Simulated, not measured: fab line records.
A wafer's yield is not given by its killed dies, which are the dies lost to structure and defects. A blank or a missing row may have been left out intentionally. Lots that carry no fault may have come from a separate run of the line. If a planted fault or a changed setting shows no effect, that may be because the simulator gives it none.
Split-lot study / flow n5Finfet / 7 lots, 21 wafers read, on a route of 1938 steps

## SPLIT DETAILS
At N5_SDB_COAT_05 (resist thk 90 nm), the setting spinRpm was moved away from the recipe's 1500 rpm on 9 of the 21 wafers read, by -10.2% to +9.7%. All remaining wafers had this setting at the recipe value.

## FROM THE SPLIT TO THE READING: what the file shows between them, 5 steps
- N5_SDB_EXPOSE_08: exposes mask SDB (also split here: doseMj)
- N5_SDB_PEB_09: peb time 60 s
- N5_SDB_DEVELOP_10: develop time 30 s
- N5_SDB_CD_MEAS_11: target cd 50 nm
- N5_SDB_DESCUM_16: chemistry O2, time 7.9 s

## THE READING
CAR-ArF_of_SDB_COAT_05.thkNm (the simulator's own value, which no gauge read), in nm, at N5_SDB_ETCH_17 (etches SiARC in CF4, target depth 23.4 nm, time 39 s). There is no usual value for it anywhere in the file. The 12 wafers here that ran the recipe average 66.7 nm, standard deviation 0.28 nm.

wafer=L075.1; tool, chamber at the split=lithoTrack-05, 0; spinRpm as run, rpm=1500; against the recipe=recipe; CAR-ArF_of_SDB_COAT_05.thkNm, nm=67.2; against lot-mates on the recipe=-
wafer=L075.3; tool, chamber at the split=lithoTrack-05, 0; spinRpm as run, rpm=1500; against the recipe=recipe; CAR-ArF_of_SDB_COAT_05.thkNm, nm=67.2; against lot-mates on the recipe=-
wafer=L075.5; tool, chamber at the split=lithoTrack-05, 0; spinRpm as run, rpm=1500; against the recipe=recipe; CAR-ArF_of_SDB_COAT_05.thkNm, nm=67; against lot-mates on the recipe=-
wafer=L081.4; tool, chamber at the split=lithoTrack-05, 0; spinRpm as run, rpm=1500; against the recipe=recipe; CAR-ArF_of_SDB_COAT_05.thkNm, nm=66.6; against lot-mates on the recipe=-
wafer=L081.5; tool, chamber at the split=lithoTrack-05, 0; spinRpm as run, rpm=1500; against the recipe=recipe; CAR-ArF_of_SDB_COAT_05.thkNm, nm=66.6; against lot-mates on the recipe=-
wafer=L081.6; tool, chamber at the split=lithoTrack-05, 0; spinRpm as run, rpm=1500; against the recipe=recipe; CAR-ArF_of_SDB_COAT_05.thkNm, nm=66.4; against lot-mates on the recipe=-
wafer=L082.1; tool, chamber at the split=lithoTrack-02, 0; spinRpm as run, rpm=1500; against the recipe=recipe; CAR-ArF_of_SDB_COAT_05.thkNm, nm=66.6; against lot-mates on the recipe=-
wafer=L082.4; tool, chamber at the split=lithoTrack-02, 0; spinRpm as run, rpm=1347; against the recipe=-10.2%; CAR-ArF_of_SDB_COAT_05.thkNm, nm=71.8; against lot-mates on the recipe=+5.2
wafer=L082.5; tool, chamber at the split=lithoTrack-02, 0; spinRpm as run, rpm=1347; against the recipe=-10.2%; CAR-ArF_of_SDB_COAT_05.thkNm, nm=72; against lot-mates on the recipe=+5.4
wafer=L085.2; tool, chamber at the split=lithoTrack-01, 0; spinRpm as run, rpm=1500; against the recipe=recipe; CAR-ArF_of_SDB_COAT_05.thkNm, nm=66.6; against lot-mates on the recipe=-
wafer=L085.4; tool, chamber at the split=lithoTrack-01, 0; spinRpm as run, rpm=1404; against the recipe=-6.4%; CAR-ArF_of_SDB_COAT_05.thkNm, nm=69.6; against lot-mates on the recipe=+3.0
wafer=L085.6; tool, chamber at the split=lithoTrack-01, 0; spinRpm as run, rpm=1404; against the recipe=-6.4%; CAR-ArF_of_SDB_COAT_05.thkNm, nm=69.8; against lot-mates on the recipe=+3.2
wafer=L086.4; tool, chamber at the split=lithoTrack-05, 0; spinRpm as run, rpm=1401; against the recipe=-6.6%; CAR-ArF_of_SDB_COAT_05.thkNm, nm=69.8; against lot-mates on the recipe=+3.4
wafer=L086.5; tool, chamber at the split=lithoTrack-05, 0; spinRpm as run, rpm=1500; against the recipe=recipe; CAR-ArF_of_SDB_COAT_05.thkNm, nm=66.4; against lot-mates on the recipe=-
wafer=L086.6; tool, chamber at the split=lithoTrack-05, 0; spinRpm as run, rpm=1401; against the recipe=-6.6%; CAR-ArF_of_SDB_COAT_05.thkNm, nm=70; against lot-mates on the recipe=+3.6
wafer=L089.4; tool, chamber at the split=lithoTrack-02, 0; spinRpm as run, rpm=1645; against the recipe=+9.7%; CAR-ArF_of_SDB_COAT_05.thkNm, nm=62.2; against lot-mates on the recipe=-4.3
wafer=L089.5; tool, chamber at the split=lithoTrack-02, 0; spinRpm as run, rpm=1500; against the recipe=recipe; CAR-ArF_of_SDB_COAT_05.thkNm, nm=66.6; against lot-mates on the recipe=-
wafer=L089.6; tool, chamber at the split=lithoTrack-02, 0; spinRpm as run, rpm=1500; against the recipe=recipe; CAR-ArF_of_SDB_COAT_05.thkNm, nm=66.4; against lot-mates on the recipe=-
wafer=L097.1; tool, chamber at the split=lithoTrack-01, 0; spinRpm as run, rpm=1500; against the recipe=recipe; CAR-ArF_of_SDB_COAT_05.thkNm, nm=66.8; against lot-mates on the recipe=-
wafer=L097.2; tool, chamber at the split=lithoTrack-01, 0; spinRpm as run, rpm=1632; against the recipe=+8.8%; CAR-ArF_of_SDB_COAT_05.thkNm, nm=63; against lot-mates on the recipe=-3.8
wafer=L097.3; tool, chamber at the split=lithoTrack-01, 0; spinRpm as run, rpm=1632; against the recipe=+8.8%; CAR-ArF_of_SDB_COAT_05.thkNm, nm=63; against lot-mates on the recipe=-3.8

THE FIT
A straight line over all 21 wafers: CAR-ArF_of_SDB_COAT_05.thkNm changes by -0.469 nm for each +1% of spinRpm; r = -0.99; the points scatter about the line by 0.28 nm.
The same after taking each lot's own level away (the mean of its wafers on the recipe; 21 wafers): -0.48 nm for each +1%; r = -1.00; scatter 0.21 nm.
That fit puts the effect of the largest move of spinRpm on the reading at 4.9 nm.
The lots' own levels span 66.40 to 67.13 nm, that is 2.6 times the standard deviation above.
The two slopes agree, so the slope changes little with the lot-to-lot level.
Check: +4.98 nm against its lot-mates is what the line predicts for one of the wafers moved furthest among these (-10.2%) when that wafer is left out of the fit. It came out at +5.2 nm against them.

## ADDITIONAL SPLITS CARRIED BY THESE WAFERS
These wafers also went through other splits before the reading. Each is held against what the fit with the lots' levels taken away leaves over:
other split on the same wafers=N5_SD_EPI_N_DESCUM_14 timeS; wafers away from the commonest value=9; r with CAR-ArF_of_SDB_COAT_05.thkNm (lot level and that fit taken away)=+0.28
other split on the same wafers=N5_SDB_EXPOSE_08 doseMj; wafers away from the commonest value=8; r with CAR-ArF_of_SDB_COAT_05.thkNm (lot level and that fit taken away)=-0.23

## THE WHOLE CHAIN: every reading that the file lists as answering this split, in the file's order
step=N5_SDB_COAT_05; what it does=resist thk 90 nm; reading=CAR-ArF_of_SDB_COAT_05.thkNm (the simulator's own value, which no gauge read); change (the file's fit)=-0.46 nm for each +1% of the setting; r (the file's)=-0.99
step=N5_SDB_DEVELOP_10; what it does=develop time 30 s; reading=CAR-ArF_of_SDB_COAT_05.thkNm (the simulator's own value, which no gauge read); change (the file's fit)=-0.466 nm for each +1% of the setting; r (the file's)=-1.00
step=N5_SDB_ETCH_17; what it does=etches SiARC in CF4, target depth 23.4 nm, time 39 s; reading=CAR-ArF_of_SDB_COAT_05.thkNm (the simulator's own value, which no gauge read); change (the file's fit)=-0.479 nm for each +1% of the setting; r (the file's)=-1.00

## FILE'S OWN FIT
CAR-ArF_of_SDB_COAT_05.thkNm changes by -0.479 nm for each +1% of spinRpm, r = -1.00.
